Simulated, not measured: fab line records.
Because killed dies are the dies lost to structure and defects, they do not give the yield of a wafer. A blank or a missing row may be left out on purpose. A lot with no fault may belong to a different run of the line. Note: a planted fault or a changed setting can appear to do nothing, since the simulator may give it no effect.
fab line records	flow nand_harc
record: lots: 6	wafers: 18	last_day: 32
route steps=1302 shown A_CHANNEL_FILL_D2@612 A_STAIRCASE@639 END@1301
lots that met no fault: from a run of the same line without faults
start_h: hours from the record's opening day to when the first of the lot's shown wafers began	wait_h: hours since the lot's step before	" repeats the value in the row above	L1.1+2: one row covering several wafers at once	- no value present, or no start provided	* or withheld: withheld	< > ~ a bound
route shown NAME@n: names a module that has steps shown in the file, with the first one's number in the route	usual: the fault-free wafers' mean and standard deviation	same: alike in all rows	chamber/n: place in a boat	sites: each site's reading	_std_site: the values' standard deviation	_edge_site: inner sites' mean taken away from outer sites' mean	radius_mm: for every site, how far away it sits from the centre of the wafer	mask NAME#n: copy n	behind: the tool/chamber that last shaped the wafer	hold: reason for holding the lot/hours on hold/outcome of the hold	device: names the non-switching transistor (n, p or np)	end of line: tests of these same wafers at the route's end	step lacking rows: just its recipe	killed: dies lost to structure and defects at the first sort, not the wafer's yield	map: a wafer's dies, marking killed ones x, the rest . and places with no die _
set.NAME: setting as actually run; set.NAME@STEP: the setting as run at that earlier step	model.NAME: the simulator's own value behind a step, which no gauge read
a table for each step, a row for each wafer; lots at some steps of the route
services: from which hour (start_h, from the record's first day; less than 0 if before it) a tool's chamber was out of use, for how many hours, and why
== steps ==
step: NHARC_A_CHANNEL_FILL_D2_ALD_02
recipe: target_thk_a: 60	pulse_time_s: 10	ald_cycles: 60	temp_c: 300	material: SiO2
step: NHARC_A_CHANNEL_FILL_D2_ALD_03
recipe: target_thk_a: 60	pulse_time_s: 60	ald_cycles: 58	temp_c: 630	pressure_torr: 2	material: SiNx
step: NHARC_A_CHANNEL_FILL_D2_ALD_14
recipe: target_thk_a: 25	pulse_time_s: 10	ald_cycles: 25	temp_c: 300	material: SiO2
step: NHARC_A_CHANNEL_FILL_D2_ALD_15
recipe: target_thk_a: 20	pulse_time_s: 60	ald_cycles: 19	temp_c: 630	pressure_torr: 2	material: SiNx
step: NHARC_A_CHANNEL_FILL_D2_ALD_16
recipe: target_thk_a: 15	pulse_time_s: 10	ald_cycles: 15	temp_c: 300	material: SiO2
step: NHARC_A_CHANNEL_FILL_D2_ANNEAL_17
recipe: temp_c: 850	time_s: 1800
step: NHARC_A_CHANNEL_FILL_D2_CVD_18
recipe: target_thk_a: 30	temp_c: 550	material: poly-Si
step: NHARC_A_CHANNEL_FILL_D2_ETCHBACK_19
recipe: target_depth_a: 50	time_s: 1.7	hbr_flow_sccm: 150	cl2_flow_sccm: 50	rf_w: 400	icp_w: 400	bias_w: 100	chemistry: HBr/Cl2
step: NHARC_A_CHANNEL_FILL_D2_ETCHBACK_20
recipe: target_depth_a: 270	time_s: 13.5	c4f8_flow_sccm: withheld	o2_flow_sccm: 8	ar_flow_sccm: withheld	rf_w: 600	bias_w: 1500	chemistry: C4F8/O2/Ar
step: NHARC_A_CHANNEL_FILL_D2_STRIP_28
recipe: time_s: 20	o2_flow_sccm: 500	ar_flow_sccm: 0	bias_w: 0	chemistry: O2
usual: drypump_motor_current_A: 5.8/0.46	oes_product_au: 1.001/0.009	rf_vpp_V: 57.6/0.82	showerhead_plenum_p_Torr: 3.44/0.092	throttle_valve_pct: 17.037/0.0084
lot.wafer	tool	chamber	start_h	wait_h	drypump_motor_current_A	oes_product_au	rf_hours_counter_h	rf_vpp_V	showerhead_plenum_p_Torr	throttle_valve_pct
L327.4	rie_diel-06	2	364.05	0.1	5.8	0.994	1	59.4	3.43	17.055
L327.2	"	3	"	"	5.9	1.007	1	57.3	3.43	17.039
L327.5	"	3	"	"	5.9	1.004	-	57.6	3.42	17.024
L328.3	rie_diel-02	1	375.83	0.1	5.5	0.987	4	58.0	3.60	17.043
L328.6	"	3	"	"	5.5	1.014	-	58.0	3.58	17.036
L328.5	"	0	"	"	6.3	0.997	-	56.9	3.34	17.035
L333.4	rie_diel-02	3	436.93	0.1	5.5	1.001	1	58.2	3.57	17.021
L333.2	"	0	"	"	6.2	0.985	1	57.2	3.34	17.024
L333.5	"	2	"	"	4.9	0.998	-	56.4	3.44	17.025
L337.3	rie_diel-02	3	486.48	0.1	5.5	1.016	2	57.9	3.57	17.034
L337.2	"	1	"	"	5.5	1.015	2	58.6	3.60	17.044
L337.5	"	3	"	"	5.5	1.014	-	57.2	3.57	17.036
L340.2	rie_diel-06	0	495.97	0.1	6.3	1.012	0	58.9	3.33	17.041
L340.1	"	1	"	"	5.5	1.018	0	57.0	3.31	17.039
L340.3	"	2	"	"	5.9	1.001	0	58.0	3.43	17.049
L341.4	rie_diel-02	0	495.97	0.1	6.2	1.000	3	56.9	3.34	17.031
L341.1	"	1	"	"	5.5	0.995	2	58.7	3.59	17.037
L341.6	"	0	"	"	6.2	1.001	-	58.0	3.34	17.036
step: NHARC_A_CHANNEL_FILL_D2_PRECLEAN_21
recipe: time_s: 30	chemistry: dHF
step: NHARC_A_CHANNEL_FILL_D2_SRD_23
step: NHARC_A_CHANNEL_FILL_D2_CVD_05
recipe: target_thk_a: 50	temp_c: 550	material: poly-Si
lot.wafer	tool	chamber	start_h	wait_h
L327.2+4+5	lpcvd_poly-02	0	366.44	2.3
L328.3+5+6	lpcvd_poly-02	0	378.22	2.3
L333.2+4+5	lpcvd_poly-03	0	439.39	2.3
L337.2+3+5	lpcvd_poly-01	0	489.10	2.5
L340.1+2+3	lpcvd_poly-03	0	498.43	2.3
L341.1+4+6	lpcvd_poly-03	0	498.43	2.3
step: NHARC_A_CHANNEL_FILL_D2_ANNEAL_22
recipe: temp_c: 620	time_s: 7200
step: NHARC_A_CHANNEL_FILL_D2_THK_MEAS_06
recipe: thk_meas_gauge: ellipsometry
usual: thk_nm: 5.1/0.88
lot.wafer	tool	chamber	start_h	wait_h	thk_nm
L327.2	film_metro-01	-	381.61	6.3	4.7
L327.4	"	-	"	"	5.3
L327.5	"	-	"	"	3.6
L328.3	film_metro-01	-	386.97	0.4	4.3
L328.5	"	-	"	"	3.5
L328.6	"	-	"	"	5.4
L333.2	film_metro-02	-	449.47	0.4	5.8
L333.4	"	-	"	"	3.2
L333.5	"	-	"	"	4.2
L337.2	film_metro-01	-	497.91	0.4	4.9
L337.3	"	-	"	"	4.9
L337.5	"	-	"	"	3.7
L340.1	film_metro-02	-	507.77	0.4	5.9
L340.2	"	-	"	"	7.0
L340.3	"	-	"	"	5.5
L341.1	film_metro-01	-	507.77	0.4	6.9
L341.4	"	-	"	"	6.1
L341.6	"	-	"	"	7.8
step: NHARC_A_CHANNEL_FILL_D2_ALD_25
recipe: target_thk_a: 600	pulse_time_s: 10	ald_cycles: 600	temp_c: 300	material: SiOx
step: NHARC_A_CHANNEL_FILL_D2_ETCHBACK_08
recipe: target_depth_a: 2200	time_s: 110	c4f8_flow_sccm: 20	ar_flow_sccm: withheld	rf_w: 600	bias_w: 300	chemistry: C4F8
step: NHARC_A_CHANNEL_FILL_D2_STRIP_29
recipe: time_s: 20	o2_flow_sccm: 500	ar_flow_sccm: 0	bias_w: 0	chemistry: O2
step: NHARC_A_CHANNEL_FILL_D2_PRECLEAN_30
recipe: time_s: 30	chemistry: dHF
step: NHARC_A_CHANNEL_FILL_D2_SRD_31
step: NHARC_A_CHANNEL_FILL_D2_CVD_09
recipe: target_thk_a: 1500	temp_c: 620	pressure_mtorr: 200	time_s: 3000	material: poly-Si
step: NHARC_A_CHANNEL_FILL_D2_CMP_10
recipe: target_thk_nm: 150
usual: edge_zone_pressure_frac: 0.999/0.0049	motor_current_A: 12.1/1.1	slurry_flow_ml_min: 150.0/0.5	time_to_endpoint_s: 14.3/2.3
lot.wafer	tool	chamber	start_h	wait_h	edge_zone_pressure_frac	motor_current_A	slurry_flow_ml_min	time_to_endpoint_s
L327.2	cmp-02	0	393.14	0.4	0.989	10.9	150.3	12.9
L327.4	"	1	"	"	1.000	10.2	150.4	10.1
L327.5	"	3	"	"	0.991	11.5	150.3	15.6
L328.3	cmp-02	3	398.54	0.4	0.997	12.1	149.3	14.2
L328.6	"	1	"	"	1.005	10.1	150.3	10.4
L328.5	"	2	"	"	1.000	12.2	150.0	16.0
L333.4	cmp-04	0	460.75	0.4	1.009	12.9	149.2	17.3
L333.2	"	3	"	"	0.994	11.7	150.1	11.7
L333.5	"	0	"	"	1.007	13.5	149.8	17.1
L337.3	cmp-04	3	509.31	0.4	0.993	12.4	149.9	15.8
L337.2	"	1	"	"	1.003	12.8	149.9	15.9
L337.5	"	3	"	"	0.998	11.7	149.6	14.3
L340.2	cmp-04	1	519.27	0.4	1.004	13.1	149.4	15.4
L340.1	"	2	"	"	0.998	10.6	149.3	15.5
L340.3	"	0	"	"	0.996	13.2	149.9	18.0
L341.4	cmp-01	3	519.32	0.4	1.001	12.4	149.5	16.0
L341.1	"	0	"	"	0.998	13.4	150.4	13.5
L341.6	"	2	"	"	0.992	13.8	150.8	10.7
step: NHARC_A_CHANNEL_FILL_D2_SRD_12
step: NHARC_A_CHANNEL_FILL_D2_RTA_24
recipe: temp_c: 1000	time_s: 5
usual: lamp_power_pct: 29.4/2.2	lamp_zone_1_pct: 29.4/2.2	wafer_temp_C_max: 1005.4/1.1
lot.wafer	tool	chamber	start_h	wait_h	lamp_power_pct	lamp_zone_1_pct	wafer_temp_C_max
L327.2	rtp_anneal-02	0	393.56	0.1	31.7	31.7	1004.5
L327.4	"	0	"	"	31.7	31.7	1006.6
L327.5	"	0	"	"	31.7	31.7	1005.3
L328.3	rtp_anneal-01	0	398.96	0.1	27.4	27.4	1005.6
L328.5	"	0	"	"	27.4	27.4	1004.9
L328.6	"	0	"	"	27.4	27.3	1006.1
L333.2	rtp_anneal-02	0	461.20	0.1	31.8	31.8	1005.5
L333.4	"	0	"	"	31.8	31.7	1004.9
L333.5	"	0	"	"	31.8	31.8	1007.8
L337.2	rtp_anneal-01	0	509.75	0.1	27.4	27.4	1004.7
L337.3	"	0	"	"	27.4	27.4	1004.3
L337.5	"	0	"	"	27.4	27.4	1004.1
L340.1	rtp_anneal-01	0	519.68	0.0	27.4	27.3	1005.4
L340.2	"	0	"	"	27.4	27.4	1005.7
L340.3	"	0	"	"	27.4	27.4	1002.8
L341.1	rtp_anneal-02	0	519.69	0.0	31.7	31.8	1006.2
L341.4	"	0	"	"	31.8	31.7	1006.4
L341.6	"	0	"	"	31.7	31.8	1005.8
step: NHARC_A_CHANNEL_FILL_D2_INSPECT_13
usual: raw_defect_count: 349/130
lot.wafer	tool	chamber	start_h	wait_h	raw_defect_count
L327.2	defect_inspect-01	-	393.73	0.1	210
L327.4	"	-	"	"	279
L327.5	"	-	"	"	333
L328.3	defect_inspect-02	-	399.10	0.1	468
L328.5	"	-	"	"	364
L328.6	"	-	"	"	301
L333.2	defect_inspect-02	-	461.37	0.1	553
L333.4	"	-	"	"	416
L333.5	"	-	"	"	569
L337.2	defect_inspect-01	-	509.92	0.1	161
L337.3	"	-	"	"	166
L337.5	"	-	"	"	135
L340.1	defect_inspect-01	-	519.88	0.2	337
L340.2	"	-	"	"	425
L340.3	"	-	"	"	538
L341.1	defect_inspect-02	-	519.88	0.2	228
L341.4	"	-	"	"	234
L341.6	"	-	"	"	269
step: NHARC_A_STAIRCASE_DEP_156
recipe: target_thk_a: 500	temp_c: 400	target_thk_nm: 50	flow_sccm: 200	rf_w: 450	material: SiNx
usual: heater_power_w: 659/76
lot.wafer	tool	chamber	start_h	wait_h	heater_power_w
L327.2	pecvd-04	2	393.85	0.1	578
L327.4	"	0	"	"	728
L327.5	"	2	"	"	583
L328.3	pecvd-02	1	399.17	0.1	613
L328.5	"	1	"	"	622
L328.6	"	0	"	"	694
L333.2	pecvd-02	0	461.47	0.1	671
L333.4	"	0	"	"	683
L333.5	"	1	"	"	522
L337.3	pecvd-01	1	509.99	0.1	811
L337.2	"	2	"	"	711
L337.5	"	2	"	"	729
L340.2	pecvd-02	1	519.95	0.1	614
L340.1	"	2	"	"	653
L340.3	"	0	"	"	687
L341.1	pecvd-04	0	519.98	0.1	780
L341.6	"	2	"	"	526
L341.4	"	1	"	"	568
step: NHARC_A_STAIRCASE_DEHYDRATE_158
recipe: temp_c: 150	time_s: 120
step: NHARC_A_STAIRCASE_HMDS_159
recipe: time_s: 30
step: NHARC_A_STAIRCASE_COAT_160
recipe: spin_rpm: 1200
step: NHARC_A_STAIRCASE_SOFTBAKE_161
recipe: temp_c: 135	time_s: 170
step: NHARC_A_STAIRCASE_EBR_162
step: NHARC_A_STAIRCASE_EXPOSE_163
recipe: na: 0.5	dose_mj: 20.01	mask_id: STAIR_OPEN
step: NHARC_A_STAIRCASE_PEB_164
recipe: peb_temp_c: 115	peb_time_s: 130
step: NHARC_A_STAIRCASE_DEVELOP_165
recipe: time_s: 140
step: NHARC_A_STAIRCASE_HARDBAKE_167
recipe: temp_c: 120	time_s: 140
step: NHARC_A_STAIRCASE_DESCUM_168
recipe: time_s: 3	o2_flow_sccm: 200	ar_flow_sccm: 0	bias_power_w: 0	chemistry: O2
usual: drypump_motor_current_A: 5.7/0.39	oes_product_au: 1.004/0.0094	rf_vpp_V: 57.9/0.88	showerhead_plenum_p_Torr: 1.95/0.093	throttle_valve_pct: 11.311/0.0092
lot.wafer	tool	chamber	start_h	wait_h	drypump_motor_current_A	oes_product_au	rf_hours_counter_h	rf_vpp_V	showerhead_plenum_p_Torr	throttle_valve_pct
L327.4	rie_diel-04	2	394.65	-	5.1	0.994	6	58.2	2.05	11.313
L327.2	"	0	"	"	6.7	1.011	6	58.2	2.07	11.302
L327.5	"	3	"	"	5.5	0.997	-	57.5	1.78	11.319
L328.3	rie_diel-01	2	402.15	-	5.9	1.006	3	57.9	1.90	11.305
L328.6	"	3	"	"	5.8	1.011	-	55.6	1.81	11.324
L328.5	"	0	"	"	5.7	1.019	-	57.9	1.94	11.321
L333.2	rie_diel-04	1	462.47	-	5.8	1.018	29	58.0	1.88	11.304
L333.4	"	0	"	"	6.6	1.005	-	58.6	2.07	11.322
L333.5	"	1	"	"	5.7	1.026	-	57.6	1.88	11.293
L337.3	rie_diel-12	1	510.97	-	5.8	1.010	16	59.0	2.02	11.313
L337.2	"	2	"	"	5.3	0.996	14	56.7	1.86	11.312
L337.5	"	2	"	"	5.2	0.995	-	57.1	1.86	11.328
L341.1	rie_diel-04	0	521.00	-	6.6	1.004	47	59.0	2.06	11.313
L341.4	"	3	"	"	5.5	1.017	41	58.0	1.77	11.310
L341.6	"	1	"	"	5.7	1.020	-	58.4	1.88	11.302
L340.3	rie_diel-04	3	521.05	-	5.5	0.999	41	58.2	1.77	11.299
L340.1	"	0	"	"	6.7	1.004	47	58.7	2.06	11.315
L340.2	"	1	"	"	5.7	1.023	40	57.4	1.88	11.324
step: NHARC_A_STAIRCASE_ETCH_169
recipe: target_depth_a: 500	time_s: 107.1	ion_energy_ev: 120	ch3f_flow_sccm: 50	o2_flow_sccm: 30	ar_flow_sccm: 200	rf_w: 500	bias_w: 100	chemistry: CH3F/O2
step: NHARC_A_STAIRCASE_ETCH_170
recipe: target_depth_a: 2000	time_s: 66.667	ion_energy_ev: 250	c4f6_flow_sccm: 25	o2_flow_sccm: 20	ar_flow_sccm: 500	rf_w: 600	bias_w: 500	chemistry: C4F6/O2
step: NHARC_A_STAIRCASE_STRIP_171
recipe: power_w: 1500	temp_c: 250	chemistry: O2
step: NHARC_END_WLT_00
usual: VT_DECK1_BOTTOM: 0.873/0.0063	VT_DECK1_BOTTOM_INNER: 0.873/0.0066	VT_DECK1_MEDIAN_NEAR_BOTTOM: 0.874/0.0074	VT_DECK1_MEDIAN_NEAR_BOTTOM_INNER: 0.875/0.007	VT_DECK1_MIDDLE: 0.885/0.0057	VT_DECK1_MIDDLE_INNER: 0.886/0.0065	VT_DECK1_TOP: 0.897/0.006	VT_DECK1_TOP_INNER: 0.898/0.0058	VT_DECK2_BOTTOM: 0.871/0.008	VT_DECK2_BOTTOM_INNER: 0.871/0.0082	VT_DECK2_MEDIAN_NEAR_BOTTOM: 0.872/0.0074	VT_DECK2_MEDIAN_NEAR_BOTTOM_INNER: 0.871/0.0086	VT_DECK2_MIDDLE: 0.884/0.0079	VT_DECK2_MIDDLE_INNER: 0.884/0.0072	VT_DECK2_TOP: 0.896/0.0076	VT_DECK2_TOP_INNER: 0.897/0.0077
lot.wafer	tool	chamber	start_h	wait_h	VT_DECK1_BOTTOM	VT_DECK1_BOTTOM_INNER	VT_DECK1_MEDIAN_NEAR_BOTTOM	VT_DECK1_MEDIAN_NEAR_BOTTOM_INNER	VT_DECK1_MIDDLE	VT_DECK1_MIDDLE_INNER	VT_DECK1_TOP	VT_DECK1_TOP_INNER	VT_DECK2_BOTTOM	VT_DECK2_BOTTOM_INNER	VT_DECK2_MEDIAN_NEAR_BOTTOM	VT_DECK2_MEDIAN_NEAR_BOTTOM_INNER	VT_DECK2_MIDDLE	VT_DECK2_MIDDLE_INNER	VT_DECK2_TOP	VT_DECK2_TOP_INNER
L327.2	prober-01	-	596.15	0.6	0.870	0.877	0.874	0.875	0.891	0.886	0.903	0.889	0.875	0.882	0.881	0.879	0.893	0.890	0.899	0.900
L327.4	"	-	597.16	1.6	0.873	0.874	0.870	0.875	0.888	0.877	0.891	0.895	0.879	0.887	0.872	0.876	0.896	0.894	0.907	0.908
L327.5	"	-	"	"	0.877	0.866	0.870	0.871	0.882	0.881	0.894	0.900	0.880	0.877	0.890	0.876	0.893	0.889	0.911	0.909
L328.3	prober-01	-	619.12	1.1	0.890	0.877	0.889	0.880	0.892	0.894	0.904	0.903	0.872	0.873	0.870	0.875	0.900	0.885	0.912	0.902
L328.5	"	-	620.13	2.1	0.870	0.872	0.881	0.880	0.894	0.884	0.898	0.899	0.878	0.879	0.876	0.870	0.876	0.892	0.903	0.899
L328.6	"	-	"	"	0.867	0.878	0.881	0.885	0.890	0.889	0.901	0.901	0.879	0.881	0.878	0.882	0.900	0.896	0.902	0.905
L333.2	prober-02	-	682.57	0.6	0.881	0.886	0.892	0.885	0.894	0.895	0.906	0.909	0.875	0.876	0.865	0.879	0.886	0.882	0.897	0.898
L333.4	"	-	683.57	1.6	0.884	0.885	0.892	0.887	0.899	0.906	0.909	0.900	0.882	0.871	0.881	0.881	0.882	0.887	0.898	0.904
L333.5	"	-	"	"	0.883	0.879	0.887	0.884	0.897	0.891	0.901	0.907	0.876	0.871	0.875	0.878	0.883	0.889	0.900	0.894
L337.2	prober-01	-	737.54	1.1	0.867	0.866	0.873	0.866	0.883	0.879	0.899	0.893	0.869	0.870	0.871	0.874	0.882	0.888	0.889	0.881
L337.3	"	-	"	"	0.865	0.868	0.872	0.867	0.883	0.879	0.893	0.892	0.867	0.861	0.868	0.870	0.881	0.881	0.893	0.894
L337.5	"	-	739.04	2.6	0.882	0.874	0.873	0.886	0.882	0.890	0.890	0.896	0.862	0.864	0.869	0.859	0.873	0.875	0.886	0.887
L341.1	prober-01	-	755.92	7.8	0.869	0.876	0.870	0.878	0.885	0.891	0.889	0.898	0.938	0.941	0.956	0.953	0.956	0.954	0.977	0.975
L341.4	"	-	757.40	9.3	0.867	0.870	0.868	0.873	0.890	0.878	0.898	0.891	0.942	0.947	0.943	0.944	0.955	0.963	0.964	0.980
L341.6	"	-	"	"	0.873	0.875	0.855	0.868	0.886	0.883	0.897	0.896	0.947	0.943	0.949	0.954	0.963	0.954	0.983	0.982
L340.1	prober-02	-	762.00	13.9	0.860	0.864	0.862	0.866	0.883	0.878	0.888	0.896	0.937	0.937	0.942	0.943	0.954	0.952	0.965	0.965
L340.2	"	-	"	"	0.858	0.857	0.856	0.861	0.873	0.877	0.889	0.888	0.939	0.934	0.931	0.940	0.953	0.951	0.967	0.962
L340.3	"	-	"	"	0.868	0.862	0.876	0.864	0.878	0.879	0.887	0.892	0.933	0.937	0.926	0.938	0.948	0.952	0.967	0.965
step: NHARC_END_SORT_01
recipe: temp_c: 25
usual: killed_at_array: 53/21	killed_at_other: 0.8/1.1	killed_at_periphery: 4.2/2.7	killed_dies: 58/22	killed_open: 3.4/1.9	killed_short: 2.5/1.6
same: gross_dies: 677
lot.wafer	tool	chamber	start_h	wait_h	killed_at_array	killed_at_other	killed_at_periphery	killed_dies	killed_open	killed_short
L337.5	prober-01	0	743.26	3.7	27	1	2	30	6	2
L341.1	prober-01	0	758.88	2.5	31	0	3	34	1	1
L341.4	prober-01	0	761.22	3.3	35	0	3	38	4	1
L341.6	prober-01	0	762.79	3.9	39	0	7	46	6	3
killed by level:class
L337.5 A_CHANNEL_HOLE_D1:chamber_film_flake=11 A_CONTACT:chamber_film_flake=5 A_DECK1_JOINT:geometric_particle:open=2 A_ZERO_WELL:chamber_film_flake=2 P_M0:geometric_particle:open=1 A_ONON_D1:geometric_particle:open=1 A_CHANNEL_FILL_D2:geometric_particle:short=1 A_CONTACT:geometric_particle:open=1
L341.1 A_CHANNEL_HOLE_D1:chamber_film_flake=10 A_ZERO_WELL:chamber_film_flake=5 A_STAIRCASE:chamber_film_flake=5 A_SLIT:chamber_film_flake=4 A_CONTACT:chamber_film_flake=4 P_GATE:chamber_film_flake=3 A_STAIRCASE:geometric_particle:short=1 A_CONTACT:geometric_particle:open=1
L341.4 A_CHANNEL_HOLE_D1:chamber_film_flake=13 A_ZERO_WELL:chamber_film_flake=5 A_CONTACT:chamber_film_flake=5 A_STAIRCASE:chamber_film_flake=4 A_CHANNEL_FILL_D2:chamber_film_flake=2 A_SLIT:chamber_film_flake=2 P_M0:geometric_particle:open=1 P_M1:geometric_particle:open=1
L341.6 A_CHANNEL_HOLE_D1:chamber_film_flake=11 A_CONTACT:chamber_film_flake=9 P_GATE:chamber_film_flake=4 A_STAIRCASE:chamber_film_flake=4 A_SLIT:chamber_film_flake=4 A_ZERO_WELL:chamber_film_flake=3 P_CONTACT:geometric_particle:open=2 A_CHANNEL_FILL_D1:geometric_particle:open=2
== services ==
tool	chamber	start_h	hours	kind
rie_diel-02	3	342.67	7.3	repair
rie_diel-04	0	344.27	10.1	repair
pecvd-04	-	348.03	1.6	repair
rie_diel-04	-	358.78	9.0	pm
pecvd-04	2	365.11	5.7	repair
pecvd-04	-	371.36	0.7	repair
rtp_anneal-01	-	372.00	12.0	pm
cmp-02	-	378.84	4.0	pm
cmp-04	-	380.05	4.0	pm
lpcvd_poly-03	-	386.00	26.0	pm
rie_diel-02	-	393.70	9.0	pm
pecvd-02	-	408.23	13.0	pm
cmp-02	-	423.70	1.0	repair
pecvd-02	0	433.99	2.5	repair
cmp-04	-	445.41	0.9	repair
pecvd-04	-	450.12	13.0	pm
rie_diel-06	2	453.01	1.8	repair
rie_diel-04	2	456.93	5.6	repair
cmp-02	-	474.16	2.7	repair
cmp-02	-	476.89	4.0	pm
cmp-04	-	478.05	4.0	pm
rie_diel-06	-	484.20	9.0	pm
rie_diel-04	-	486.02	0.6	repair
cmp-02	-	501.71	0.6	repair
== key ==
first_sign: step: NHARC_A_CHANNEL_FILL_D2_THK_MEAS_06	reading: thk_nm	direction: up	sigmas: 1.7	usual: 5.1	struck: 6.5
effect: step: NHARC_END_WLT_00	reading: VT_DECK2_TOP	direction: up	sigmas: 9.7	usual: 0.896	struck: 0.970
met_at NHARC_A_CHANNEL_FILL_D2_CVD_05
struck_wafers L340.1,L340.2,L340.3,L341.1,L341.4,L341.6
tester_left_out L340,L341
onset_between 439.39 498.43
also_fits time
fault: kind: process_parameter_drift	tool: lpcvd_poly-03	chamber: -	onset_h: 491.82	steps: NHARC_A_CHANNEL_FILL_D2_CVD_05	channel: target_thk_a	offset: *	shape: step	end_h: 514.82	acts_in: *	stated: *
tester_left_out: of these lots the tester's yield and bins aren't shown, on N5 and GAA mostly nor the transistor test; their killed dies are dies lost to structure and defects alone, not to doping, threshold or leakage, so they don't give the yield
